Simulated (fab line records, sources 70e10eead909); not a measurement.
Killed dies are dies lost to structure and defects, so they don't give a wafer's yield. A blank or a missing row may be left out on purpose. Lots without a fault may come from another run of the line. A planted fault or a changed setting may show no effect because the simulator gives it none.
fab line records | flow nand_harc | part 2 of 2: steps 24 to 35 of 35
record lots=5 wafers=15 last_day=24
route steps=1159 shown A_CHANNEL_FILL_D1@508 A_STAIRCASE@519
lots that met no fault: from a run of the same line without faults
start_h: hours from the record's first day to the start of the lot's first wafer shown | wait_h: hours since the lot's step before | " the same as in the row above | L1.1+2: a row that stands for several wafers | - no value, or no start given | * or withheld: withheld | < > ~ a bound
route shown NAME@n: a module of which the file shows steps, and the number in the route of the first | usual: mean/standard deviation of fault-free wafers | same: alike in all rows | chamber/n: place in a boat | sites: the reading at each site | _std_site: their standard deviation | _edge_site: outer sites' mean less inner sites' | radius_mm: how far each site lies from the wafer's centre | mask NAME#n: copy n | behind: the tool/chamber that last shaped the wafer | hold: why the lot was held/for how many hours/how that ended | device: the transistor (n, p or np) that didn't switch | end of line: the same wafers' tests at the end of the route | a step without rows: its recipe alone | killed: dies lost to structure and defects at the first sort, not the wafer's yield | map: a wafer's dies, x killed, . not, _ none there
set.NAME: the setting as run; set.NAME@STEP: as run at that earlier step | model.NAME: the simulator's own value behind a step, which no gauge read
lots at some steps of the route; a table a step, a row a wafer
services: from which hour (start_h, from the record's first day; less than 0 if before it) a tool's chamber was out of use, for how many hours, and why
## steps
# step NHARC_A_STAIRCASE_STRIP_172
# recipe time_s=900 temp_c=130 chemistry=SPM
# usual temp_c=129.99/0.15
# columns lot.wafer tool chamber start_h wait_h temp_c
L080.2 wet_bench-06 5 257.73 0.3 129.94
L080.1 " 7 " " 129.95
L080.5 " 2 " " 130.04
L082.3 wet_bench-02 0 282.65 0.2 129.76
L082.4 " 2 " " 130.31
L082.2 " 4 " " 129.79
L086.4 wet_bench-01 3 308.20 0.2 129.86
L086.1 " 6 " " 130.13
L086.3 " 7 " " 130.15
L094.1 wet_bench-01 4 352.30 0.3 129.97
L094.5 " 5 " " 129.95
L094.6 " 6 " " 130.03
L097.4 wet_bench-06 7 376.22 0.2 130.27
L097.1 " 1 " " 130.01
L097.2 " 4 " " 130.09
# step NHARC_A_STAIRCASE_PRECLEAN_173
# recipe time_s=* temp_c=50 bath_age_min=0 chemistry=SC1
# usual temp_c=50.00/0.12
# columns lot.wafer tool chamber start_h wait_h temp_c
L080.2 wet_bench-06 5 - - 49.96
L080.1 " 7 " " 49.98
L080.5 " 2 " " 49.99
L082.3 wet_bench-02 0 - - 50.02
L082.4 " 2 " " 49.99
L082.2 " 4 " " 50.05
L086.4 wet_bench-01 3 - - 49.89
L086.1 " 6 " " 49.94
L086.3 " 7 " " 49.91
L094.1 wet_bench-01 4 - - 50.03
L094.5 " 5 " " 49.69
L094.6 " 6 " " 49.92
L097.4 wet_bench-06 7 - - 49.85
L097.1 " 1 " " 49.98
L097.2 " 4 " " 50.03
# step NHARC_A_STAIRCASE_SRD_174
# columns lot.wafer tool chamber start_h wait_h
L080.2+1+5 wet_bench-06 5,7,2 - -
L082.3+4+2 wet_bench-02 0,2,4 - -
L086.4+1+3 wet_bench-01 3,6,7 - -
L094.1+5+6 wet_bench-01 4,5,6 - -
L097.4+1+2 wet_bench-06 7,1,4 - -
# step NHARC_A_STAIRCASE_DEHYDRATE_01
# recipe temp_c=150 time_s=120
# usual exhaust_pa=44.9/0.89
# columns lot.wafer tool chamber start_h wait_h exhaust_pa
L080.1 litho_track-02 0 258.19 - 45.9
L080.2 " 0 " " 45.7
L080.5 " 0 " " 44.5
L082.2 litho_track-07 0 283.09 - 44.9
L082.3 " 0 " " 44.2
L082.4 " 0 " " 45.3
L086.1 litho_track-02 0 308.64 - 45.4
L086.3 " 0 " " 43.4
L086.4 " 0 " " 44.4
L094.1 litho_track-07 0 352.75 - 45.9
L094.5 " 0 " " 45.3
L094.6 " 0 " " 43.0
L097.1 litho_track-07 0 376.68 - 45.6
L097.2 " 0 " " 45.6
L097.4 " 0 " " 45.8
# step NHARC_A_STAIRCASE_HMDS_02
# recipe time_s=30
# usual exhaust_pa=44.9/0.89
# columns lot.wafer tool chamber start_h wait_h exhaust_pa
L080.1 litho_track-02 0 - - 44.2
L080.2 " 0 " " 45.1
L080.5 " 0 " " 45.7
L082.2 litho_track-07 0 - - 45.6
L082.3 " 0 " " 45.9
L082.4 " 0 " " 43.3
L086.1 litho_track-02 0 - - 44.6
L086.3 " 0 " " 43.1
L086.4 " 0 " " 46.1
L094.1 litho_track-07 0 - - 43.3
L094.5 " 0 " " 43.9
L094.6 " 0 " " 43.8
L097.1 litho_track-07 0 - - 46.4
L097.2 " 0 " " 45.7
L097.4 " 0 " " 45.6
# step NHARC_A_STAIRCASE_COAT_03
# recipe spin_rpm=1200
# usual exhaust_pa=45.2/0.87
# columns lot.wafer tool chamber start_h wait_h exhaust_pa
L080.1 litho_track-02 0 - - 45.4
L080.2 " 0 " " 45.5
L080.5 " 0 " " 44.8
L082.2 litho_track-07 0 - - 45.2
L082.3 " 0 " " 45.1
L082.4 " 0 " " 46.2
L086.1 litho_track-02 0 - - 44.8
L086.3 " 0 " " 45.1
L086.4 " 0 " " 44.7
L094.1 litho_track-07 0 - - 45.0
L094.5 " 0 " " 43.8
L094.6 " 0 " " 46.0
L097.1 litho_track-07 0 - - 46.1
L097.2 " 0 " " 45.3
L097.4 " 0 " " 45.8
# step NHARC_A_STAIRCASE_SOFTBAKE_04
# recipe temp_c=135 time_s=170
# usual exhaust_pa=45.0/0.99
# columns lot.wafer tool chamber start_h wait_h exhaust_pa
L080.1 litho_track-02 0 - - 44.9
L080.2 " 0 " " 46.0
L080.5 " 0 " " 44.1
L082.2 litho_track-07 0 - - 45.2
L082.3 " 0 " " 44.9
L082.4 " 0 " " 45.7
L086.1 litho_track-02 0 - - 45.6
L086.3 " 0 " " 43.7
L086.4 " 0 " " 42.7
L094.1 litho_track-07 0 - - 44.7
L094.5 " 0 " " 46.4
L094.6 " 0 " " 44.6
L097.1 litho_track-07 0 - - 45.4
L097.2 " 0 " " 44.9
L097.4 " 0 " " 44.2
# step NHARC_A_STAIRCASE_EBR_05
# usual exhaust_pa=45.1/0.93
# columns lot.wafer tool chamber start_h wait_h exhaust_pa
L080.1 litho_track-02 0 - - 45.9
L080.2 " 0 " " 45.5
L080.5 " 0 " " 46.3
L082.2 litho_track-07 0 - - 44.6
L082.3 " 0 " " 44.7
L082.4 " 0 " " 44.8
L086.1 litho_track-02 0 - - 46.7
L086.3 " 0 " " 46.1
L086.4 " 0 " " 46.9
L094.1 litho_track-07 0 - - 45.4
L094.5 " 0 " " 44.6
L094.6 " 0 " " 44.2
L097.1 litho_track-07 0 - - 44.9
L097.2 " 0 " " 46.0
L097.4 " 0 " " 44.7
# step NHARC_A_STAIRCASE_EXPOSE_06
# recipe na=0.5 dose_mj=25.43 mask_id=STAIR
# columns lot.wafer tool chamber start_h wait_h mask
L080.1+2+5 krf_scanner-03 0 258.40 - STAIR#0
L082.2+3+4 krf_scanner-03 0 283.31 - STAIR#0
L086.1+3+4 krf_scanner-01 0 308.98 - STAIR#0
L094.1+5+6 krf_scanner-04 0 353.09 - STAIR#0
L097.1+2+4 krf_scanner-04 0 376.89 - STAIR#0
# step NHARC_A_STAIRCASE_PEB_07
# recipe peb_temp_c=115 peb_time_s=130
# usual exhaust_pa=44.9/0.89
# columns lot.wafer tool chamber start_h wait_h exhaust_pa
L080.1 litho_track-02 0 258.47 0.1 45.0
L080.2 " 0 " " 45.0
L080.5 " 0 " " 45.6
L082.2 litho_track-03 0 283.38 0.1 43.7
L082.3 " 0 " " 46.0
L082.4 " 0 " " 42.7
L086.1 litho_track-07 0 309.05 0.1 44.7
L086.3 " 0 " " 46.5
L086.4 " 0 " " 47.0
L094.1 litho_track-03 0 353.15 0.1 44.1
L094.5 " 0 " " 44.9
L094.6 " 0 " " 44.9
L097.1 litho_track-02 0 376.96 0.1 44.6
L097.2 " 0 " " 45.8
L097.4 " 0 " " 44.1
# step NHARC_A_STAIRCASE_DEVELOP_08
# recipe time_s=140
# usual exhaust_pa=44.9/0.89
# columns lot.wafer tool chamber start_h wait_h exhaust_pa
L080.1 litho_track-02 0 - - 44.1
L080.2 " 0 " " 45.1
L080.5 " 0 " " 44.6
L082.2 litho_track-03 0 - - 44.1
L082.3 " 0 " " 44.2
L082.4 " 0 " " 44.0
L086.1 litho_track-07 0 - - 43.8
L086.3 " 0 " " 44.2
L086.4 " 0 " " 44.5
L094.1 litho_track-03 0 - - 45.1
L094.5 " 0 " " 45.0
L094.6 " 0 " " 44.8
L097.1 litho_track-02 0 - - 45.7
L097.2 " 0 " " 43.8
L097.4 " 0 " " 44.2
# step NHARC_A_STAIRCASE_HARDBAKE_10
# recipe temp_c=120 time_s=140
# usual exhaust_pa=44.9/0.82
# columns lot.wafer tool chamber start_h wait_h exhaust_pa
L080.1 litho_track-07 0 258.69 - 45.2
L080.2 " 0 " " 44.3
L080.5 " 0 " " 45.7
L082.2 litho_track-02 0 283.60 - 43.6
L082.3 " 0 " " 43.8
L082.4 " 0 " " 44.6
L086.1 litho_track-07 0 309.27 - 44.8
L086.3 " 0 " " 45.2
L086.4 " 0 " " 44.7
L094.1 litho_track-03 0 353.37 - 44.7
L094.5 " 0 " " 44.7
L094.6 " 0 " " 44.0
L097.1 litho_track-03 0 377.17 - 45.1
L097.2 " 0 " " 43.7
L097.4 " 0 " " 46.2
## services
# columns tool chamber start_h hours kind
cmp-03 - 225.60 2.4 repair
rie_diel-07 - 228.36 9.0 pm
cmp-03 - 228.83 4.0 pm
rie_diel-13 - 232.58 0.3 repair
krf_scanner-04 - 240.50 3.8 repair
rie_diel-09 - 240.67 0.8 repair
rie_diel-06 - 242.47 9.0 pm
rie_diel-13 2 250.93 8.0 repair
rie_diel-09 - 254.11 9.0 pm
rie_diel-13 - 276.00 9.0 pm
rie_diel-09 1 282.27 4.0 repair
rie_diel-09 2 285.48 8.2 repair
wet_bench-09 - 288.80 8.0 pm
rie_diel-04 - 288.92 9.0 pm
krf_scanner-04 - 301.74 4.0 pm
wet_bench-06 - 305.60 8.0 pm
rie_diel-07 1 310.76 2.2 repair
wet_bench-04 - 339.20 8.0 pm
litho_track-02 - 340.00 7.0 pm
rie_diel-07 2 340.48 15.5 repair
rie_diel-09 3 360.57 16.6 repair
litho_track-07 - 364.00 7.0 pm
rie_diel-07 0 369.47 11.3 repair
rie_diel-07 - 372.31 0.6 repair
